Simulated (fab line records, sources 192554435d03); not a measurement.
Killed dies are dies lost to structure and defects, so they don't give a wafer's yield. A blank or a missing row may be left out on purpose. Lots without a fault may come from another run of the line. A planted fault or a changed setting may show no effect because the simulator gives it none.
Chamber matching | flow n5_finfet | N5_BEOL_M6_DESCUM_33 on rie_diel-01: 4 sister chambers
The step chemistry O2, time 7 s. 18 wafers are shown with their chamber, then 9 later ones without.

WAFERS WITH THEIR CHAMBER
wafer  | chamber | showerhead_plenum_p_Torr (Torr) | drypump_motor_current_A (A) | throttle_valve_pct (%)
L076.2 | 0       | 2.19                            | 6.2                         | 20.34
L076.5 | 0       | 2.19                            | 6.2                         | 20.34
L076.6 | 3       | 2.08                            | 6.4                         | 20.27
L074.3 | 0       | 2.19                            | 6.2                         | 20.35
L074.4 | 1       | 2.07                            | 5.9                         | 20.59
L074.5 | 1       | 2.07                            | 5.9                         | 20.59
L079.2 | 1       | 2.07                            | 5.9                         | 20.58
L079.3 | 3       | 2.08                            | 6.4                         | 20.29
L079.4 | 2       | 2.05                            | 5.6                         | 20.18
L081.1 | 1       | 2.07                            | 5.9                         | 20.59
L081.2 | 3       | 2.08                            | 6.4                         | 20.30
L081.6 | 3       | 2.08                            | 6.4                         | 20.30
L082.1 | 1       | 2.07                            | 5.9                         | 20.62
L082.3 | 2       | 2.05                            | 5.5                         | 20.22
L082.6 | 1       | 2.07                            | 6.0                         | 20.61
L084.1 | 0       | 2.18                            | 6.2                         | 20.37
L084.3 | 1       | 2.07                            | 5.9                         | 20.62
L084.5 | 1       | 2.07                            | 5.9                         | 20.61

SIGNATURES (means of the wafers above)
reading                  | chamber 0 | chamber 1 | chamber 2 | chamber 3 | scatter within a chamber
showerhead_plenum_p_Torr | 2.1875    | 2.0700    | 2.0500    | 2.0800    | 0.00231
drypump_motor_current_A  | 6.200     | 5.913     | 5.550     | 6.400     | 0.0313
throttle_valve_pct       | 20.3500   | 20.6013   | 20.2000   | 20.2900   | 0.0162
Rule: a wafer's distance from a chamber is the root of the sum, over the readings, of the square of ((its reading less the chamber's mean) divided by the reading's scatter). The wafer belongs to the nearest chamber; if the next one is less than 2 further off, it can't be placed. The scatter: the root of (the sum of the squares of (reading less its chamber's mean) over the shown wafers, divided by (wafers less chambers)).

WAFERS WITHOUT THEIR CHAMBER
wafer  | showerhead_plenum_p_Torr (Torr) | drypump_motor_current_A (A) | throttle_valve_pct (%)
L086.3 | 2.07                            | 5.9                         | 20.63
L086.5 | 2.07                            | 6.4                         | 20.31
L086.6 | 2.05                            | 5.6                         | 20.21
L087.1 | 2.06                            | 5.9                         | 20.62
L087.2 | 2.17                            | 6.2                         | 20.38
L087.6 | 2.07                            | 6.4                         | 20.33
L092.3 | 2.17                            | 6.2                         | 20.41
L092.5 | 2.07                            | 6.4                         | 20.32
L092.6 | 2.17                            | 6.2                         | 20.42

WHICH CHAMBER EACH WENT THROUGH
wafer  | from the rows above | in truth
L086.3 | 1                   | 1
L086.5 | 3                   | 3
L086.6 | 2                   | 2
L087.1 | 1                   | 1
L087.2 | 0                   | 0
L087.6 | 3                   | 3
L092.3 | 0                   | 0
L092.5 | 3                   | 3
L092.6 | 0                   | 0
Placed correctly: 9 of 9. Can't be placed from these rows: 0. Placed wrongly: 0.
